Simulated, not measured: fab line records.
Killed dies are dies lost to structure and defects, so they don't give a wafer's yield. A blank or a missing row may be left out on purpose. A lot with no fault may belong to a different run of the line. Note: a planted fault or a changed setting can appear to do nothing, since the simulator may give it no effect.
A struck lot beside a sound one ; flow nand harc ; 33 steps out of a route of 1302
Sound: these wafers, L278.1, L278.2, L278.5. Struck: wafer L288.4. The cause comes at the end.
Each step with rows lists, per side, the tool, then ch with its chambers, then its first start. Under that, the readings that differ: sound wafers ; struck wafers ; difference of the means ; sigmas: that difference in standard deviations of wafers without a fault.
alike: words and numbers the same on both sides, and readings whose means are apart by under 2 such deviations; not compared: readings that were withheld, readings missing a value for some wafer, numbers with overlapping values and no deviation given by the record, and bounds like >300 which may hide the same value.
A row with sigmas, a row that says differs or no value, or rows on one side alone: a step with any of these is where the two part. When numbers do not overlap yet have no deviation, they are printed without sigmas and do not part them. Lack of a reading on every wafer of one side parts them only where that side has two or more wafers.

first, 4 steps without rows for these wafers: NHARC_A_STAIRCASE_EXPOSE_247 (exposes mask SDS 1); NHARC_A_STAIRCASE_PEB_248 (peb time 130 s); NHARC_A_STAIRCASE_DEVELOP_249 (time 140 s); NHARC_A_STAIRCASE_HARDBAKE_251 (time 140 s).
NHARC_A_STAIRCASE_DESCUM_252: chemistry O2, time 3 s.
  sound on rie diel-03 ch 0,1,2, day 16 03:05; struck on rie diel-08 ch 1, day 20 14:20
reading;sound;struck;difference;sigmas
showerhead plenum p Torr (Torr);1.89 1.87 1.87;2.03;+0.15;+2
  alike: drypump motor current A, oes product au, rf vpp V, throttle valve pct
  not compared: rf hours counter h
NHARC_A_STAIRCASE_ETCH_253: etches the open film in C4F8/O2, target depth 50 nm, time 20.2 s.
  sound on rie diel-03 ch 0,1,2, day 16 03:09; struck on rie diel-08 ch 3, day 20 14:25
reading;sound;struck;difference;sigmas
rf fwd power W (W);594 591 592;585;-7;-2
  alike: bias w, oes product au, rf vpp V
  not compared: rf hours counter h
then, 5 steps without rows for these wafers: NHARC_A_STAIRCASE_STRIP_254 (strips in O2); NHARC_A_STAIRCASE_STRIP_255 (strips in SPM, time 900 s); NHARC_A_STAIRCASE_PRECLEAN_256 (cleans in SC1); NHARC_A_STAIRCASE_SRD_257; NHARC_A_STAIRCASE_HM_DEP_456 (deposits aC, target thk 3100 nm).
NHARC_A_STAIRCASE_DEP_259: deposits SiON, target thk 30 nm.
  sound on pecvd-01 ch 0,2, day 16 08:55; struck on pecvd-01 ch 0, day 20 17:16
reading;sound;struck;difference;sigmas
heater power w (W);755 674 663;897;+200;+3
  alike: rf fwd power W
then, 13 steps without rows for these wafers: NHARC_A_STAIRCASE_DEHYDRATE_260 (time 120 s); NHARC_A_STAIRCASE_HMDS_261 (time 30 s); NHARC_A_STAIRCASE_COAT_262; NHARC_A_STAIRCASE_SOFTBAKE_263 (time 170 s); NHARC_A_STAIRCASE_EBR_264; NHARC_A_STAIRCASE_EXPOSE_265 (exposes mask CHOP 200); NHARC_A_STAIRCASE_PEB_266 (peb time 130 s); NHARC_A_STAIRCASE_DEVELOP_267 (time 140 s); NHARC_A_STAIRCASE_HARDBAKE_269 (time 140 s); NHARC_A_STAIRCASE_DESCUM_270 (chemistry O2, time 3 s); NHARC_A_STAIRCASE_ETCH_271 (etches the open film in CF4/CHF3); NHARC_A_STAIRCASE_HM_OPEN_457 (chemistry O2/COS); NHARC_A_STAIRCASE_STRIP_458 (strips in O2/COS).
NHARC_A_STAIRCASE_ETCH_451: etches the open film in CF4/O2, target depth 30 nm, overetch 3 nm, time 16.5 s.
  sound: rie diel-03 ch 0,2,3; struck: rie diel-03 ch 0
reading;sound;struck;difference;sigmas
rf vpp V (V);199.4 197.7 197.3;194.4;-3.7;-3
  alike: bias w, drypump motor current A, oes product au, rf fwd power W, showerhead plenum p Torr, throttle valve pct
  not compared: rf hours counter h
then, 1 step without rows for these wafers: NHARC_A_STAIRCASE_ETCH_273 (etches the open film in C4F8/O2/Ar, target depth 10200 nm, time 2468.6 s).
NHARC_A_STAIRCASE_STRIP_274: strips in O2.
  sound: rie diel-03 ch 1,2,3; struck: rie diel-03 ch 0
  alike: drypump motor current A, oes product au, rf vpp V, showerhead plenum p Torr, throttle valve pct
  not compared: rf hours counter h
then, 3 steps without rows for these wafers: NHARC_A_STAIRCASE_STRIP_275 (strips in SPM, time 900 s); NHARC_A_STAIRCASE_PRECLEAN_276 (cleans in SC1); NHARC_A_STAIRCASE_SRD_277.
NHARC_A_STAIRCASE_HM_DEP_459: deposits aC, target thk 1500 nm.
  sound on acl dep-03 ch 0, day 16 13:13; struck on acl dep-02 ch 0, day 21 10:49
reading;sound;struck;difference;sigmas
hold;- - -;await dispo/8.8h/release;no value on the sound wafers;
  alike: throttle valve pct
-- the record jumps here: 8 days lie between the struck wafers' starts before and after (it left off in module A_STAIRCASE and takes up again in module END, whose first step shown is number 1302 of the route) --
NHARC_END_SORT_01:
  sound on prober-01 ch 0, day 24 07:22; struck on prober-02 ch 0, day 29 15:26
reading;sound;struck;difference;sigmas
hold;- - -;await dispo/3.2h/release;no value on the sound wafers;
killed at array;64 51 66;673;+613;+34
killed dies;66 56 73;677;+612;+32
  alike: killed at other, killed at periphery, killed open, killed short

WHERE THEY PART
Last at NHARC_END_SORT_01 as far as this record goes, first at NHARC_A_STAIRCASE_DESCUM_252.

WHY: the cause the simulator had injected
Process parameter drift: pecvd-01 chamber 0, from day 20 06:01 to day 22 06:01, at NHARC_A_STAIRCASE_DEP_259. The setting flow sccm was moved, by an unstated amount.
